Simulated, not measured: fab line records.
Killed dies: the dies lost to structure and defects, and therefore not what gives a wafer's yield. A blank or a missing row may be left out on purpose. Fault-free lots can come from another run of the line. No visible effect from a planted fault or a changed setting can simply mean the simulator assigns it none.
Commonality check across tools | flow n5-finfet | 11 lots, 28 wafers sampled

## WHAT PROMPTED THE OPENING
Of 11 lots, 2 have the reading M14_THK flagged at N5_BEOL_M14_THK_MEAS_50. Wafers without a fault read 560 nm, standard deviation 18.
Rule: a lot gets a flag if all its wafers with a number sit over 4 standard deviations from that mean, or if no wafer of it has a number. The rest of the lots are taken to be sound.

lot  | measured     | on            | M14_THK (nm), wafer by wafer | flag
L940 | day 13 16:10 | film-metro-01 | 585 546 584                  |
L938 | day 14 02:31 | film-metro-02 | 551 570                      |
L939 | day 14 03:40 | film-metro-01 | 575 559 578                  |
L944 | day 14 18:19 | film-metro-02 | 537 541 569                  |
L942 | day 15 03:28 | film-metro-01 | 528 536 573                  |
L946 | day 15 17:01 | film-metro-01 | 549 574 550                  |
L950 | day 16 09:49 | film-metro-01 | 579 559 584                  |
L949 | day 16 13:56 | film-metro-02 | 543 569 526                  |
L953 | day 17 02:08 | film-metro-01 | 557 556 579                  |
L952 | day 19 16:28 | film-metro-02 | 949                          | FLAGGED
L958 | day 19 23:37 | film-metro-02 | 1003                         | FLAGGED
On average the flagged lots' numbers are 976 nm, which is +416 nm against the usual, or +23 standard deviations.

## LOT BY LOT: THE TOOL USED
2 process steps preceding the reading are held in the record, out of 1938 steps in the route. Read each cell as the tool, then ch plus the chambers that the sampled wafers visited, then the start.
lot  | flag    | N5_BEOL_M14_STRIP_64                          | N5_BEOL_M14_CMP_49
L940 |         | rie-diel-04 ch 0,3, day 13 11:26 or earlier   | cmp-03 ch 0,1,2, day 13 15:53
L938 |         | rie-diel-01 ch 1,3, day 13 18:58 or earlier   | cmp-01 ch 1,3, day 14 02:17
L939 |         | rie-diel-04 ch 1,2, day 13 20:51 or earlier   | cmp-01 ch 0,3, day 14 03:22
L944 |         | rie-diel-04 ch 0,1,3, day 14 14:25 or earlier | cmp-03 ch 0,1, day 14 18:01
L942 |         | rie-diel-04 ch 0,2,3, day 14 23:30 or earlier | cmp-01 ch 0,2, day 15 03:13
L946 |         | rie-diel-05 ch 0,3, day 15 12:51 or earlier   | cmp-01 ch 1,2, day 15 16:43
L950 |         | rie-diel-05 ch 2,3, day 16 06:08 or earlier   | cmp-01 ch 0,1, day 16 09:31
L949 |         | rie-diel-01 ch 0,1,3, day 16 11:02 or earlier | cmp-01 ch 0,1,2, day 16 13:38
L953 |         | rie-diel-05 ch 0,2,3, day 16 21:04 or earlier | cmp-01 ch 2,3, day 17 01:50
L952 | FLAGGED | rie-diel-01 ch 2, day 18 21:34 or earlier     | cmp-01 ch 1, day 19 16:11
L958 | FLAGGED | rie-diel-01 ch 0, day 19 18:52 or earlier     | cmp-01 ch 1, day 19 23:19
What these steps do:
- N5_BEOL_M14_STRIP_64: strips in O2.
- N5_BEOL_M14_CMP_49: polishes, stops on SiO2, t overpolish 5.2 s, target thk 560 nm.
- N5_BEOL_M14_THK_MEAS_50: measures by xrf.

## FLAGGED AGAINST TOTAL, ONE TOOL AT A TIME (gauges that did the reading follow at the end)
step                    | tool          | lots run | flagged | share of the flagged lots | sound lots run after its first flagged lot
N5_BEOL_M14_STRIP_64    | rie-diel-01   | 4        | 2       | all                       | 0
N5_BEOL_M14_STRIP_64    | rie-diel-04   | 4        | 0       | none                      | -
N5_BEOL_M14_STRIP_64    | rie-diel-05   | 3        | 0       | none                      | -
N5_BEOL_M14_CMP_49      | cmp-01        | 9        | 2       | all                       | 0
N5_BEOL_M14_CMP_49      | cmp-03        | 2        | 0       | none                      | -
N5_BEOL_M14_THK_MEAS_50 | film-metro-01 | 6        | 0       | none                      | -
N5_BEOL_M14_THK_MEAS_50 | film-metro-02 | 5        | 2       | all                       | 0
With no start given for some of its lots, N5_BEOL_M14_STRIP_64 uses the hours and lot order of N5_BEOL_M14_CD_MEAS_28.

## WHAT THE TABLE ALLOWS
3 rows of the table ran every flagged lot: rie-diel-01 at N5_BEOL_M14_STRIP_64, cmp-01 at N5_BEOL_M14_CMP_49, film-metro-02 at N5_BEOL_M14_THK_MEAS_50.
- rie-diel-01 at N5_BEOL_M14_STRIP_64: 2 of its 4 lots flagged. A fault beginning between L949 (day 16 11:02), its last sound lot, and L952 (day 18 21:34), its first flagged one, fits the data.
- cmp-01 at N5_BEOL_M14_CMP_49: 2 of its 9 lots flagged. A fault beginning between L953 (day 17 01:50), its last sound lot, and L952 (day 19 16:11), its first flagged one, fits the data. Its own readings lie more than 4 standard deviations out on every wafer of the flagged lots: barrier-field-endpoint-s, overpolish-run-s, time-to-endpoint-s.
- film-metro-02 at N5_BEOL_M14_THK_MEAS_50: 2 of its 5 lots flagged. A fault beginning between L949 (day 16 13:56), its last sound lot, and L952 (day 19 16:28), its first flagged one, fits the data.
Because each of these 3 tools fits a fault that began at some hour, counting lots does not separate them. More lots, or a look at what each step does to the wafer, might.

## WHAT THE SIMULATOR PUT IN
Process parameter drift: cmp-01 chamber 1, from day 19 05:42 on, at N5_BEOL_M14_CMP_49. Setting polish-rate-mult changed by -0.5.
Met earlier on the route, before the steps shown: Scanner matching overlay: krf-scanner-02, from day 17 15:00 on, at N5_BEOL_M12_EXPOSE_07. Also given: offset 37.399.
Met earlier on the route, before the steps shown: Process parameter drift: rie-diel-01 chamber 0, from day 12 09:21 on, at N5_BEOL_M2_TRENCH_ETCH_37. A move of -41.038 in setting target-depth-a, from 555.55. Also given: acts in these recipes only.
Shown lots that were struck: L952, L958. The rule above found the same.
